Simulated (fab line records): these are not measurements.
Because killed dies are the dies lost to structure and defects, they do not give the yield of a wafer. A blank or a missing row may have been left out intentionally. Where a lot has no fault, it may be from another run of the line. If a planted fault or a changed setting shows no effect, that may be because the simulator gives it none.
A struck lot beside a sound one -- flow n5Finfet -- 37 steps out of a route of 1938
Sound: wafers L708.2, L708.3, L708.6. Wafers L700.2, L700.3, L700.4 were the ones struck. At the end, the cause is stated.
Each step with rows lists, per side, the tool, then ch with its chambers, then its first start. Under that, the readings that differ: sound wafers -- struck wafers -- difference of the means -- sigmas: that difference in standard deviations of wafers without a fault.
alike: same words and numbers on both sides, and readings whose means sit less than 2 such deviations apart. not compared: any withheld reading, any reading some wafer has no value for, any bound like >300 that may hide the same value, and any number with overlapping values for which the record gives no deviation.
Wherever a step has rows on one side only, a row that says differs or no value, or a row with sigmas, the two part there. Numbers that don't overlap but have no deviation are shown without sigmas and don't part them. Lack of a reading on every wafer of one side parts them only where that side has two or more wafers.

first, 9 steps without rows for these wafers: N5_WELL_APT_HMDS_01 (time 60 s); N5_WELL_APT_COAT_02 (resist thk 950 nm); N5_WELL_APT_EBR_04; N5_WELL_APT_SOFTBAKE_03 (time 60 s); N5_WELL_APT_EXPOSE_05 (exposes mask NWELL, defocus 0 nm, target cd 200 nm); N5_WELL_APT_PEB_06 (peb time 90 s); N5_WELL_APT_DEVELOP_07 (develop time 45 s); N5_WELL_APT_HARDBAKE_12 (time 120 s); N5_WELL_APT_DESCUM_13 (chemistry O2, time 7.9 s).
N5_WELL_APT_IMPLANT_14:
  sound on implanter-01 ch 0, day 7 02:07; struck on implanter-02 ch 0, day 5 02:13
reading,sound,struck,difference,sigmas
doseIonsCm2,1.4974e+13 1.4955e+13 1.4978e+13,2.2631e+13 2.2654e+13 2.2629e+13,+7.6690e+12,+99 or more
faradayCurrentUA,196 190 194,281 280 279,+87,+21
then, 25 steps without rows for these wafers: N5_WELL_APT_IMPLANT_15; N5_WELL_APT_STRIP_16 (strips in SPM, time 900 s); N5_WELL_APT_HMDS_18 (time 60 s); N5_WELL_APT_COAT_19 (resist thk 950 nm); N5_WELL_APT_EBR_21; N5_WELL_APT_SOFTBAKE_20 (time 60 s); N5_WELL_APT_EXPOSE_22 (exposes mask PWELL, defocus 0 nm, target cd 200 nm); N5_WELL_APT_PEB_23 (peb time 90 s); N5_WELL_APT_DEVELOP_24 (develop time 45 s); N5_WELL_APT_HARDBAKE_29 (time 120 s); N5_WELL_APT_DESCUM_30 (chemistry O2, time 7.9 s); N5_WELL_APT_IMPLANT_31; N5_WELL_APT_IMPLANT_32; N5_WELL_APT_STRIP_33 (strips in SPM, time 900 s); N5_WELL_APT_RTA_34 (time 10 s); N5_WELL_APT_OXIDE_STRIP_42 (strips SiO2 in dHF, time 45 s, target depth 12 nm); N5_WELL_APT_PRECLEAN_36 (cleans in O3/DIW, time 45 s); N5_WELL_APT_PRECLEAN_39 (cleans in dHF, time 60 s); N5_WELL_APT_SRD_37 (time 30 s); N5_WELL_APT_EPI_41 (deposits Si from SiH4/H2, target thk 50 nm, time 297.7 s); N5_PMOS_HMC_CHANNEL_EPI_HM_DEP_34 (deposits SiO2 from TEOS/O2, target thk 36 nm, time 6.9 s); N5_PMOS_HMC_CHANNEL_EPI_COAT_31 (time 60 s, resist thk 66 nm); N5_PMOS_HMC_CHANNEL_EPI_COAT_03 (resist thk 205 nm); N5_PMOS_HMC_CHANNEL_EPI_EBR_05; N5_PMOS_HMC_CHANNEL_EPI_SOFTBAKE_04 (time 60 s).
-- a jump in the record: the struck wafers' starts before and after are 7 days apart (it breaks off in module PMOS_HMC_CHANNEL_EPI and resumes in module BEOL_M4, where the first step shown is number 1111 of the route) --
N5_BEOL_M4_RC_MEAS_101:
  sound on prober-01 ch 0, day 13 21:51; struck on prober-01 ch 0, day 11 14:34
reading,sound,struck,difference,sigmas
RS_NWELL (ohm/sq),1030 1033 1024,822 826 824,-205,-33
  alike: DIBL_N, DIBL_P, IOFF_N, IOFF_P, ION_N, ION_P, SS_N, SS_P, VT_N, VT_P
-- here the record skips 5 days between the struck wafers' starts before and after, leaving off in module BEOL_M4 and picking up in module PASSIVATION (first step shown: number 1936 of the route) --
N5_PASSIVATION_PROBE_49:
  record: rows for the struck wafers here (prober-02, day 16 12:37), none for the sound ones

## WHERE THEY PART
At N5_WELL_APT_IMPLANT_14 first; at N5_PASSIVATION_PROBE_49 last (within this record only).

WHY: whatever the simulator had introduced
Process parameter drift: implanter-02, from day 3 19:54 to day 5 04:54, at N5_WELL_APT_IMPLANT_14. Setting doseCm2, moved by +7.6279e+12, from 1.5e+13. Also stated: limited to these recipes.
